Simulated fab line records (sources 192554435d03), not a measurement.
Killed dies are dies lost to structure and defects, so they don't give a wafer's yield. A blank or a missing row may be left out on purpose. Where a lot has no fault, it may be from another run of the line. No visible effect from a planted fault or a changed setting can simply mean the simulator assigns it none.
Which tool is to blame? | flow n5_finfet | 12 lots, 36 wafers sampled, at 2 steps of a route of 1938

## WHAT THE GAUGES READ, wafer by wafer
N5_BEOL_M9_OVL_MEAS_29.
lot  | measured     | on         | V8_OVL (nm)
L075 | day 9 21:38  | overlay-01 | 0.8 -0.1 0.1
L076 | day 10 03:28 | overlay-02 | -0.4 -0.9 -1.3
L080 | day 10 22:02 | overlay-01 | -1.1 -0.5 -0.3
L081 | day 11 03:26 | overlay-01 | -0.6 -0.2 -0.6
L083 | day 11 20:09 | overlay-01 | -1.0 -0.2 -0.6
L085 | day 12 04:15 | overlay-01 | 0.1 -1.0 -0.4
L087 | day 13 05:23 | overlay-01 | -0.3 -1.0 0.4
L089 | day 13 11:41 | overlay-01 | -0.6 -0.1 -0.3
L092 | day 14 04:13 | overlay-01 | -0.1 -0.6 -1.2
L093 | day 14 11:14 | overlay-02 | -1.9 -1.0 -1.0
L095 | day 15 06:55 | overlay-02 | -0.2 -0.8 -0.3
L097 | day 15 23:30 | overlay-01 | -0.7 -0.4 0.4

## WHAT TOOL EACH LOT RAN ON (gives the tool, then ch and the chambers of the sampled wafers, and finally the start)
lot  | N5_BEOL_M9_PECVD_70
L075 | pecvd-02 ch 0,2, day 9 18:32
L076 | pecvd-02 ch 0,1, day 10 01:38
L080 | pecvd-02 ch 1,2, day 10 19:20
L081 | pecvd-03 ch 0,1,2, day 11 00:04
L083 | pecvd-03 ch 1,2, day 11 16:58
L085 | pecvd-01 ch 0,2, day 11 22:29
L087 | pecvd-03 ch 0,1, day 13 00:42
L089 | pecvd-01 ch 0,1,2, day 13 09:37
L092 | pecvd-01 ch 0,1,2, day 13 23:15
L093 | pecvd-03 ch 1,2, day 14 07:52
L095 | pecvd-02 ch 0,1,2, day 15 03:35
L097 | pecvd-02 ch 0,1, day 15 21:13
- N5_BEOL_M9_PECVD_70: deposits SiO2 from TEOS/O2, target thk 20 nm, time 22.7 s.

## THE ANSWER, worked out from the rows above alone
Rule: the usual values come from the lots themselves. Put in order of their means at a reading, lots are off if they are a third of the lots or fewer, leave a main group of 4 or more, and stand apart from it by a gap of 3 or more times the standard deviation of the main group's means; of several such gaps the widest counts. The tables above print the reading to a certain number of digits; a main group whose means all agree to those digits is not used. A lot without any number at a reading at which 4 lots or more have one is off too. All remaining lots with rows at the step are treated as sound.
Across all readings shown, no lot is off: no conclusion can be drawn from this.

## WHAT HAD BEEN PUT IN BY THE SIMULATOR
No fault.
